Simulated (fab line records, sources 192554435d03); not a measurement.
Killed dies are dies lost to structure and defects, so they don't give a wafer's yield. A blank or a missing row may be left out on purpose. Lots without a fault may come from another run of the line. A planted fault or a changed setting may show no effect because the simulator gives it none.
A struck lot beside a sound one | flow n5_finfet | 16 steps out of a route of 1938
Sound: wafers L253.3, L253.5, L253.6. Struck: wafers L240.1, L240.5, L240.6. The cause comes at the end.
At each step with rows: each side's tool, then ch and its chambers, then its first start. Under that, the readings that differ: sound wafers | struck wafers | difference of the means | sigmas: that difference in standard deviations of wafers without a fault.
alike: readings whose means differ by less than 2 such deviations, and words and numbers that are the same on both sides. not compared: withheld readings, readings that some wafer has no value for, bounds like >300 that may hide the same value, and numbers for which the record gives no deviation and whose values overlap.
The two part at a step that has a row with sigmas, a row that says differs or no value, or rows on one side only. Numbers that don't overlap but have no deviation are shown without sigmas and don't part them. A reading that every wafer of one side lacks parts them only if that side has two wafers or more.

first, 9 steps without rows for these wafers: N5_BEOL_M4_SOFTBAKE_23 (time 60 s); N5_BEOL_M4_EXPOSE_25 (exposes mask V3, defocus 5 nm); N5_BEOL_M4_PEB_26 (peb time 60 s); N5_BEOL_M4_DEVELOP_27 (develop time 30 s); N5_BEOL_M4_DESCUM_33 (chemistry O2, time 7 s); N5_BEOL_M4_ETCH_77 (etches underlayer in N2/H2, target depth 6.5 nm, time 5.2 s); N5_BEOL_M4_ETCH_69 (etches SiARC in CF4, target depth 15.6 nm, time 26 s); N5_BEOL_M4_ALD_98 (deposits SiO2, target thk 2.5 nm, pulse time 1 s, co reactant pulse time 1 s); N5_BEOL_M4_ETCHBACK_99 (etches SiO2 in CHF3, target depth 5 nm, time 10.4 s).
N5_BEOL_M4_ETCH_70: etches SOC in N2/H2, target depth 80 nm, overetch 24 nm, time 130 s.
  sound on rie_diel-02 ch 0,1,2, day 13 20:07; struck on rie_diel-02 ch 0,1,3, day 10 14:04
  no value came back on the struck wafers for any of 7 readings (bias_w (W), chamber_pressure_mTorr (mTorr) and others); on the sound wafers bias_w (W) reads 150.2 150.3 150.3
  reading                                         | sound     | struck         | difference | sigmas
  model.CAR-EUV_of_BEOL_M4_COAT_22.thk_nm (nm)    | 0 0 0     | 10.6 10.6 10.8 | +10.7      |
  model.SiARC_of_BEOL_M4_COAT_68.thk_nm (nm)      | 5.8 5.6 6 | 12 12 12       | +6         |
  model.underlayer_of_BEOL_M4_COAT_76.thk_nm (nm) | 0 0 0     | 5 5 5          | +5         |
  not compared: rf_hours_counter_h
then, 2 steps without rows for these wafers: N5_BEOL_M4_STRIP_71 (strips in N2/H2); N5_BEOL_M4_STRIP_78 (strips in N2/H2).
N5_BEOL_M4_VIA_ETCH_34: etches the open film in C4F6/O2, target depth 69.4 nm, time 65.9 s.
  sound on rie_diel-02 ch 0,1,2, day 13 20:13; struck on rie_diel-02 ch 0,1,3, day 10 14:10
  reading               | sound          | struck         | difference | sigmas
  oes_product_au (a.u.) | 0.71 0.76 0.75 | 0.26 0.28 0.29 | -0.46      | -6
  alike: C4F6_flow_sccm, O2_flow_sccm, drypump_motor_current_A, rf_vpp_V, showerhead_plenum_p_Torr, throttle_valve_pct
  not compared: rf_hours_counter_h
then, 1 step without rows for these wafers: N5_BEOL_M4_STRIP_83 (strips in C4F6/O2).
N5_BEOL_M4_RC_MEAS_101:
  the record has rows for the sound wafers here (prober-01 ch 0, day 14 00:46) and none for the struck ones
-- the record jumps here: 5 days lie between the struck wafers' starts before and after (it left off in module BEOL_M4 and takes up again in module PASSIVATION, whose first step shown is number 1936 of the route) --
N5_PASSIVATION_PROBE_49:
  sound on prober-02, day 18 15:02; struck on prober-02, day 15 07:29
  reading                  | sound          | struck         | difference | sigmas
  defect_limited_yield (%) | 89.9 91.4 91.9 | 0 0 0          | -91        | -65
  killed_at_M4_up          | 9 11 11        | 1067 1091 1094 | +1074      | +99 or more
  killed_dies              | 119 101 96     | 1180 1180 1180 | +1075      | +67
  killed_on_rim            | 12 10 16       | 152 152 152    | +139       | +41
  sort_bin_5_function (%)  | 5.3 4.7 5.1    | 95.3 96.8 96.4 | +91.1      | +99 or more
  sort_n_pass              | 1061 1079 1084 | 0 0 0          | -1075      | -37
  sort_yield_pct (%)       | 89.9 91.4 91.9 | 0 0 0          | -91        | -36
  alike: killed_at_M0_to_M3, killed_at_contacts, killed_at_front_end, killed_at_other, killed_open, killed_short, sort_bin_6_memory

WHERE THEY PART
First at N5_BEOL_M4_ETCH_70; last, within this record, at N5_PASSIVATION_PROBE_49.

WHY: what the simulator had put in
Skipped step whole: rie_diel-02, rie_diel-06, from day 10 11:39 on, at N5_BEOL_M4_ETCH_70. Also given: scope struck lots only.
